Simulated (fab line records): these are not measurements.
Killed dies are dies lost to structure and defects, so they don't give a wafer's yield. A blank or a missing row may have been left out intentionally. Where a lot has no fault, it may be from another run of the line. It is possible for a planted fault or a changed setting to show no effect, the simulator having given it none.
fab line records + flow n5Finfet
[record]
- lots = 11
- wafers = 33
- lastDay = 19
route steps=1938 shown SD_EPI_P@307 SD_ACTIVATION@330
lots that met no fault: from a run of the same line without faults
startH: the number of hours between the record's first day and the start of the first shown wafer of the lot + waitH: how many hours have passed since the lot's step before this one + " repeats the value in the row above + L1.1+2: a single row standing in for several wafers + - no value, or no start was given + * or withheld: withheld + < > ~ a bound
route shown NAME@n: NAME is a module with steps in the file, n the number in the route of the first one + usual: average and standard deviation across the fault-free wafers + same: alike in all rows + chamber/n: place in a boat + sites: per-site readings + _std_site: standard deviation of those values + _edge_site: mean of outer sites minus mean of inner sites + radiusMm: for every site, how far away it sits from the centre of the wafer + mask NAME#n: copy n + behind: tool/chamber where the wafer was last shaped + hold: why the lot went on hold/how many hours it stayed there/how the hold came to an end + device: which transistor (n, p or np) failed to switch + end of line: tests run on the same wafers once the route is complete + step lacking rows: just its recipe + killed: dies lost to structure and defects at the first sort, not the wafer's yield + map: shows each die of a wafer: x if killed, . if not, _ if none is there
set.NAME: the setting as run; set.NAME@STEP: as run at that earlier step + model.NAME: the simulator's own value behind a step, which no gauge read
one table for each step of the route and one row for each wafer, over a sample of lots
services: from which hour (startH, from the record's first day; less than 0 if before it) a tool's chamber was out of use, for how many hours, and why
[[steps]]
[step N5_SD_EPI_P_ETCH_36]
[recipe]
- chemistry = CF4
- target = SiARC
- targetDepthA = 455
- maskMaterial = CAR-ArF-block
- timeS = 75.8
- ionEnergyEv = 80
- pressureMtorr = 40
- sourceW = 545
- biasW = 36
- Ar_flow_sccm = 100
- cf4FlowSccm = 100
- ends = cleared
[usual]
- biasW = 35.99/0.11
- drypumpMotorCurrentA = 5.7/0.36
- etchRfOnTimeS = 75.2/1.5
- oesProductAu = 0.65/0.048
- rfFwdPowerW = 539.6/2.7
- rfVppV = 183.9/1.2
- showerheadPlenumPTorr = 2.14/0.066
- throttleValvePct = 15.80/0.18
| lot.wafer | tool       | chamber | startH | waitH | biasW | drypumpMotorCurrentA | etchRfOnTimeS | oesProductAu | rfFwdPowerW | rfHoursCounterH | rfVppV | showerheadPlenumPTorr | throttleValvePct |
|-----------|------------|---------|--------|-------|-------|----------------------|---------------|--------------|-------------|-----------------|--------|-----------------------|------------------|
| L495.2    | rieDiel-01 | 2       | 60.81  | 0.0   | 35.83 | 5.5                  | 74.1          | 0.66         | 537.4       | 130             | 185.3  | 2.23                  | 15.94            |
| L495.3    | "          | 3       | "      | "     | 35.87 | 6.4                  | 72.5          | 0.66         | 545.2       | 146             | 182.1  | 2.06                  | 15.64            |
| L495.5    | "          | 2       | "      | "     | 35.91 | 5.5                  | 73.8          | 0.67         | 537.2       | -               | 183.6  | 2.23                  | 15.94            |
| L498.1    | rieDiel-03 | 3       | 85.14  | 0.0   | 36.04 | 5.5                  | 77.2          | 0.65         | 541.7       | 166             | 182.8  | 2.14                  | 15.94            |
| L498.2    | "          | 2       | "      | "     | 35.78 | 5.3                  | 74.9          | 0.67         | 535.8       | 113             | 184.3  | 2.15                  | 15.83            |
| L498.3    | "          | 0       | "      | "     | 35.96 | 5.4                  | 75.7          | 0.65         | 538.6       | 150             | 184.3  | 2.14                  | 15.66            |
| L499.2    | rieDiel-03 | 0       | 86.91  | 0.0   | 36.04 | 5.4                  | 74.3          | 0.66         | 541.7       | 150             | 183.0  | 2.14                  | 15.63            |
| L499.4    | "          | 2       | "      | "     | 35.92 | 5.3                  | 73.8          | 0.68         | 536.1       | 114             | 184.6  | 2.15                  | 15.82            |
| L499.6    | "          | 3       | "      | "     | 36.15 | 5.5                  | 76.9          | 0.65         | 542.1       | -               | 183.2  | 2.14                  | 15.94            |
| L501.2    | rieDiel-01 | 0       | 94.23  | 0.0   | 36.10 | 5.7                  | 74.5          | 0.64         | 541.1       | 160             | 183.4  | 2.15                  | 15.82            |
| L501.3    | "          | 1       | "      | "     | 36.05 | 6.0                  | 77.3          | 0.65         | 537.7       | 158             | 185.0  | 2.14                  | 15.81            |
| L501.5    | "          | 1       | "      | "     | 36.09 | 6.1                  | 77.2          | 0.64         | 535.2       | -               | 185.5  | 2.14                  | 15.81            |
| L502.4    | rieDiel-01 | 0       | 104.25 | 0.0   | 36.03 | 5.7                  | 74.4          | 0.64         | 542.3       | 163             | 183.0  | 2.15                  | 15.81            |
| L502.5    | "          | 1       | "      | "     | 35.86 | 6.1                  | 77.0          | 0.65         | 541.1       | -               | 183.6  | 2.13                  | 15.82            |
| L502.6    | "          | 0       | "      | "     | 35.98 | 5.7                  | 74.8          | 0.64         | 537.8       | -               | 182.9  | 2.15                  | 15.82            |
| L504.1    | rieDiel-01 | 3       | 116.00 | 0.0   | 35.72 | 6.4                  | 75.6          | 0.63         | 543.6       | 162             | 182.5  | 2.05                  | 15.66            |
| L504.4    | "          | 1       | "      | "     | 36.07 | 6.0                  | 77.4          | 0.64         | 540.4       | 166             | 183.1  | 2.13                  | 15.81            |
| L504.6    | "          | 0       | "      | "     | 36.20 | 5.7                  | 75.3          | 0.63         | 541.4       | -               | 184.4  | 2.14                  | 15.83            |
| L506.2    | rieDiel-03 | 2       | 126.45 | 0.0   | 36.04 | 5.3                  | 74.1          | 0.67         | 532.6       | 128             | 183.9  | 2.14                  | 15.86            |
| L506.3    | "          | 1       | "      | "     | 35.98 | 5.9                  | 74.4          | 0.60         | 535.4       | 239             | 182.9  | 2.02                  | 16.00            |
| L506.4    | "          | 3       | "      | "     | 36.09 | 5.5                  | 77.1          | 0.64         | 538.0       | 180             | 185.3  | 2.14                  | 15.98            |
| L508.2    | rieDiel-02 | 3       | 140.11 | 0.0   | 35.89 | 5.0                  | 74.2          | 0.85         | 537.1       | 7               | 187.2  | 2.29                  | 15.64            |
| L508.5    | "          | 3       | "      | "     | 35.93 | 5.0                  | 75.3          | 0.83         | 535.7       | -               | 186.6  | 2.29                  | 15.65            |
| L508.6    | "          | 0       | "      | "     | 35.98 | 5.8                  | 76.8          | 0.74         | 544.0       | -               | 185.3  | 2.11                  | 15.28            |
| L509.2    | rieDiel-02 | 0       | 143.79 | 0.0   | 36.06 | 5.7                  | 77.1          | 0.74         | 543.8       | 42              | 184.3  | 2.10                  | 15.28            |
| L509.4    | "          | 1       | "      | "     | 36.08 | 5.6                  | 78.9          | 0.62         | 543.7       | 176             | 184.1  | 2.22                  | 15.78            |
| L509.5    | "          | 1       | "      | "     | 36.02 | 5.6                  | 78.8          | 0.62         | 540.5       | -               | 184.8  | 2.22                  | 15.78            |
| L514.1    | rieDiel-01 | 3       | 176.09 | 0.0   | 35.96 | 6.4                  | 74.2          | 0.62         | 541.9       | 182             | 182.5  | 2.04                  | 15.70            |
| L514.2    | "          | 0       | "      | "     | 35.84 | 5.8                  | 75.5          | 0.61         | 537.5       | 186             | 183.0  | 2.14                  | 15.85            |
| L514.3    | "          | 2       | "      | "     | 35.93 | 5.5                  | 74.2          | 0.64         | 540.7       | 165             | 185.4  | 2.21                  | 16.01            |
| L516.3    | rieDiel-01 | 1       | 190.75 | 0.0   | 35.90 | 6.0                  | 76.4          | 0.63         | 541.7       | 184             | 183.7  | 2.13                  | 15.87            |
| L516.5    | "          | 3       | "      | "     | 36.13 | 6.4                  | 74.1          | 0.62         | 542.7       | -               | 183.0  | 2.04                  | 15.75            |
| L516.6    | "          | 2       | "      | "     | 35.83 | 5.5                  | 74.1          | 0.64         | 539.7       | -               | 184.0  | 2.21                  | 16.00            |
[step N5_SD_ACTIVATION_RTA_00]
[recipe]
- tempC = 975
- timeS = 0
- ambient = N2
- idleTempC = 600
- rampUpCPerS = 150
- rampDownCPerS = 60
- coolToC = 600
[usual]
- lampPowerPct = 8.96/0.055
- wafer_temp_C_max = 975.0/1.9
| lot.wafer | tool         | chamber | startH | waitH | lampPowerPct | wafer_temp_C_max |
|-----------|--------------|---------|--------|-------|--------------|------------------|
| L495.2    | rtpAnneal-02 | 0       | 66.54  | 0.1   | 8.93         | 972.7            |
| L495.3    | "            | 0       | "      | "     | 8.94         | 976.8            |
| L495.5    | "            | 0       | "      | "     | 9.10         | 974.9            |
| L498.1    | rtpAnneal-02 | 0       | 88.85  | 0.0   | 9.02         | 975.1            |
| L498.2    | "            | 0       | "      | "     | 8.94         | 974.9            |
| L498.3    | "            | 0       | "      | "     | 9.02         | 975.0            |
| L499.2    | rtpAnneal-02 | 0       | 90.65  | 0.1   | 8.91         | 974.3            |
| L499.4    | "            | 0       | "      | "     | 9.03         | 972.9            |
| L499.6    | "            | 0       | "      | "     | 8.98         | 974.1            |
| L501.2    | rtpAnneal-02 | 0       | 98.29  | 0.4   | 9.08         | 975.5            |
| L501.3    | "            | 0       | "      | "     | 9.00         | 975.0            |
| L501.5    | "            | 0       | "      | "     | 8.95         | 976.5            |
| L502.4    | rtpAnneal-01 | 0       | 110.03 | 0.1   | 8.96         | 973.9            |
| L502.5    | "            | 0       | "      | "     | 9.01         | 977.1            |
| L502.6    | "            | 0       | "      | "     | 8.96         | 974.2            |
| L504.1    | rtpAnneal-02 | 0       | 119.73 | 0.0   | 8.90         | 973.6            |
| L504.4    | "            | 0       | "      | "     | 9.03         | 977.3            |
| L504.6    | "            | 0       | "      | "     | 8.93         | 974.9            |
| L506.2    | rtpAnneal-01 | 0       | 130.25 | 0.1   | 8.91         | 971.1            |
| L506.3    | "            | 0       | "      | "     | 8.95         | 971.8            |
| L506.4    | "            | 0       | "      | "     | 8.87         | 977.1            |
| L508.2    | rtpAnneal-02 | 0       | 144.69 | 0.1   | 8.99         | 972.6            |
| L508.5    | "            | 0       | "      | "     | 8.97         | 971.8            |
| L508.6    | "            | 0       | "      | "     | 9.00         | 975.5            |
| L509.2    | rtpAnneal-02 | 0       | 147.53 | 0.1   | 9.04         | 973.4            |
| L509.4    | "            | 0       | "      | "     | 8.99         | 975.5            |
| L509.5    | "            | 0       | "      | "     | 8.99         | 977.9            |
| L514.1    | rtpAnneal-02 | 0       | 180.64 | 0.8   | 8.97         | 973.1            |
| L514.2    | "            | 0       | "      | "     | 8.94         | 974.0            |
| L514.3    | "            | 0       | "      | "     | 8.94         | 974.5            |
| L516.3    | rtpAnneal-02 | 0       | 194.86 | 0.3   | 8.94         | 975.6            |
| L516.5    | "            | 0       | "      | "     | 8.88         | 977.7            |
| L516.6    | "            | 0       | "      | "     | 8.90         | 975.5            |
[step N5_SD_ACTIVATION_LSA_01]
[recipe]
- tempC = 1080
- timeS = 0.0008
- ambient = N2
[usual]
- wafer_temp_C_max = 1084.4/1
| lot.wafer | tool           | chamber | startH | waitH | wafer_temp_C_max |
|-----------|----------------|---------|--------|-------|------------------|
| L495.2    | laserAnneal-02 | 0       | 66.74  | 0.2   | 1084.9           |
| L495.3    | "              | 0       | "      | "     | 1084.8           |
| L495.5    | "              | 0       | "      | "     | 1085.7           |
| L498.1    | laserAnneal-01 | 0       | 89.05  | 0.2   | 1084.3           |
| L498.2    | "              | 0       | "      | "     | 1083.9           |
| L498.3    | "              | 0       | "      | "     | 1083.1           |
| L499.2    | laserAnneal-02 | 0       | 90.87  | 0.2   | 1084.8           |
| L499.4    | "              | 0       | "      | "     | 1084.7           |
| L499.6    | "              | 0       | "      | "     | 1083.5           |
| L501.2    | laserAnneal-01 | 0       | 98.49  | 0.2   | 1083.5           |
| L501.3    | "              | 0       | "      | "     | 1083.7           |
| L501.5    | "              | 0       | "      | "     | 1082.4           |
| L502.4    | laserAnneal-02 | 0       | 110.23 | 0.2   | 1085.1           |
| L502.5    | "              | 0       | "      | "     | 1085.7           |
| L502.6    | "              | 0       | "      | "     | 1084.2           |
| L504.1    | laserAnneal-02 | 0       | 119.93 | 0.2   | 1084.2           |
| L504.4    | "              | 0       | "      | "     | 1084.4           |
| L504.6    | "              | 0       | "      | "     | 1084.4           |
| L506.2    | laserAnneal-02 | 0       | 130.47 | 0.2   | 1064.3           |
| L506.3    | "              | 0       | "      | "     | 1064.2           |
| L506.4    | "              | 0       | "      | "     | 1064.1           |
| L508.2    | laserAnneal-02 | 0       | 144.89 | 0.2   | 1064.5           |
| L508.5    | "              | 0       | "      | "     | 1064.4           |
| L508.6    | "              | 0       | "      | "     | 1064.9           |
| L509.2    | laserAnneal-01 | 0       | 147.73 | 0.2   | 1084.0           |
| L509.4    | "              | 0       | "      | "     | 1083.7           |
| L509.5    | "              | 0       | "      | "     | 1083.7           |
| L514.1    | laserAnneal-01 | 0       | 181.02 | 0.3   | 1084.2           |
| L514.2    | "              | 0       | "      | "     | 1083.7           |
| L514.3    | "              | 0       | "      | "     | 1083.7           |
| L516.3    | laserAnneal-01 | 0       | 195.06 | 0.2   | 1083.8           |
| L516.5    | "              | 0       | "      | "     | 1082.9           |
| L516.6    | "              | 0       | "      | "     | 1083.6           |
[step N5_SD_ACTIVATION_INSPECT_02]
[recipe]
- inspectInstrument = darkfield
- mode = postAnneal
[usual]
- rawDefectCount = 167/28
| lot.wafer | tool             | chamber | startH | waitH | rawDefectCount |
|-----------|------------------|---------|--------|-------|----------------|
| L495.2    | defectInspect-01 | -       | 67.25  | 0.2   | 136            |
| L495.3    | "                | -       | "      | "     | 139            |
| L495.5    | "                | -       | "      | "     | 157            |
| L498.1    | defectInspect-02 | -       | 89.58  | 0.2   | 212            |
| L498.2    | "                | -       | "      | "     | 158            |
| L498.3    | "                | -       | "      | "     | 158            |
| L499.2    | defectInspect-01 | -       | 94.08  | 0.2   | 159            |
| L499.4    | "                | -       | "      | "     | 179            |
| L499.6    | "                | -       | "      | "     | 201            |
| L501.2    | defectInspect-02 | -       | 98.99  | 0.1   | 190            |
| L501.3    | "                | -       | "      | "     | 189            |
| L501.5    | "                | -       | "      | "     | 162            |
| L502.4    | defectInspect-02 | -       | 110.67 | 0.1   | 199            |
| L502.5    | "                | -       | "      | "     | 222            |
| L502.6    | "                | -       | "      | "     | 194            |
| L504.1    | defectInspect-01 | -       | 120.45 | 0.2   | 215            |
| L504.4    | "                | -       | "      | "     | 189            |
| L504.6    | "                | -       | "      | "     | 166            |
| L506.2    | defectInspect-02 | -       | 130.98 | 0.1   | 177            |
| L506.3    | "                | -       | "      | "     | 184            |
| L506.4    | "                | -       | "      | "     | 175            |
| L508.2    | defectInspect-02 | -       | 145.38 | 0.1   | 172            |
| L508.5    | "                | -       | "      | "     | 134            |
| L508.6    | "                | -       | "      | "     | 168            |
| L509.2    | defectInspect-01 | -       | 148.23 | 0.1   | 129            |
| L509.4    | "                | -       | "      | "     | 185            |
| L509.5    | "                | -       | "      | "     | 194            |
| L514.1    | defectInspect-01 | -       | 181.56 | 0.2   | 135            |
| L514.2    | "                | -       | "      | "     | 185            |
| L514.3    | "                | -       | "      | "     | 208            |
| L516.3    | defectInspect-01 | -       | 195.54 | 0.1   | 133            |
| L516.5    | "                | -       | "      | "     | 153            |
| L516.6    | "                | -       | "      | "     | 132            |
[[services]]
| tool           | chamber | startH | hours | kind                         |
|----------------|---------|--------|-------|------------------------------|
| rieDiel-03     | 3       | 40.81  | 3.0   | repair                       |
| laserAnneal-01 | -       | 52.44  | 10.1  | pm                           |
| rieDiel-01     | 1       | 60.30  | 3.8   | repair                       |
| rieDiel-03     | 2       | 73.79  | 3.4   | repair                       |
| rieDiel-02     | 2       | 88.89  | 6.0   | repair                       |
| rieDiel-03     | 0       | 96.09  | 2.1   | repair                       |
| rieDiel-02     | 3       | 99.93  | -     | clean                        |
| rieDiel-02     | 3       | 99.93  | -     | consumableReplace:focusRing  |
| rieDiel-02     | 3       | 99.93  | -     | consumableReplace:showerhead |
| rieDiel-02     | 3       | 99.93  | 17.9  | scheduledDown                |
| rieDiel-02     | 3       | 99.93  | 17.9  | ventCycle                    |
| laserAnneal-01 | -       | 107.86 | 7.7   | pm                           |
| rieDiel-03     | 1       | 123.37 | 2.8   | repair                       |
| laserAnneal-02 | -       | 124.12 | 2.7   | pm                           |
| rieDiel-01     | 1       | 129.06 | 5.2   | repair                       |
| laserAnneal-02 | -       | 149.36 | 7.8   | pm                           |
| rieDiel-01     | 1       | 149.61 | 2.3   | repair                       |
| rieDiel-01     | 2       | 150.61 | 2.8   | repair                       |
| rtpAnneal-02   | -       | 161.36 | 4.3   | pm                           |
| rieDiel-03     | 1       | 161.54 | -     | clean                        |
| rieDiel-03     | 1       | 161.54 | -     | consumableReplace:focusRing  |
| rieDiel-03     | 1       | 161.54 | -     | consumableReplace:showerhead |
| rieDiel-03     | 1       | 161.54 | 15.7  | scheduledDown                |
| rieDiel-03     | 1       | 161.54 | 15.7  | ventCycle                    |
[[key]]
[firstSign]
- step = N5_SD_ACTIVATION_LSA_01
- reading = wafer_temp_C_max
- direction = down
- sigmas = 20
- usual = *
- struck = *
effect none on later readings
metAt N5_SD_ACTIVATION_LSA_01
struckLots L506,L508
testerLeftOut L506,L508
notActingAt N5_SD_EPI_P_ETCH_36,N5_SD_ACTIVATION_RTA_00,N5_SD_ACTIVATION_INSPECT_02
onsetBetween 119.93 130.47
[fault]
- kind = processParameterDrift
- tool = laserAnneal-02
- chamber = -
- onsetH = 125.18
- steps = N5_SD_ACTIVATION_LSA_01
- channel = tempC
- offset = *
- shape = step
- endH = 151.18
- stated = *
// testerLeftOut: of these lots the tester's yield and bins aren't shown, on N5 and GAA mostly nor the transistor test; their killed dies are dies lost to structure and defects alone, not to doping, threshold or leakage, so they don't give the yield
